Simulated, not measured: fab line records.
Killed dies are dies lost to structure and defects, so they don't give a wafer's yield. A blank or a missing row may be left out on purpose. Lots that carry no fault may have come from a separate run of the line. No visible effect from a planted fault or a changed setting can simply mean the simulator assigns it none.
Chamber matching | flow nand-harc | NHARC_P_M1_CMP_23 on cmp-01: 4 sister chambers
The step polishes, t overpolish 20 s, target thk 157.82 nm. 4 wafers are shown with their chamber, then 9 later ones without.

## WAFERS WITH THEIR CHAMBER
wafer  | chamber | motor-current-A (A)
L084.4 | 1       | 11.6
L086.1 | 0       | 15.2
L086.5 | 3       | 11.0
L086.6 | 2       | 11.0

## WAFERS WITH NO CHAMBER GIVEN
wafer  | motor-current-A (A)
L093.4 | 10.8
L093.5 | 14.9
L093.6 | 11.6
L092.2 | 15.1
L092.4 | 11.0
L092.5 | 15.0
L094.3 | 11.1
L094.4 | 12.5
L094.5 | 15.3

## WHICH CHAMBER EACH ONE RAN IN
wafer  | from the rows above          | in truth
L093.4 | can't be placed: 2 or 3 or 1 | 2
L093.5 | 0                            | 0
L093.6 | can't be placed: 1 or 2 or 3 | 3
L092.2 | 0                            | 0
L092.4 | can't be placed: 2 or 3 or 1 | 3
L092.5 | 0                            | 0
L094.3 | can't be placed: 2 or 3 or 1 | 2
L094.4 | can't be placed: 1 or 2 or 3 | 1
L094.5 | 0                            | 0
Correctly placed: 4 of 9. These rows do not allow placing 5 (true chamber among the candidates in 5). Wrongly placed: 0.
How it was worked out, from the rows above alone: a wafer's distance from a chamber is the root of the sum, over the readings, of the square of ((its reading less the chamber's mean) divided by the reading's scatter). The wafer belongs to the nearest chamber; if the next one is less than 2 further off, it can't be placed. Each chamber's mean is taken over the wafers shown for it. The scatter: root of mean squared gap, hidden wafer to nearest shown wafer, with one shown wafer a chamber.
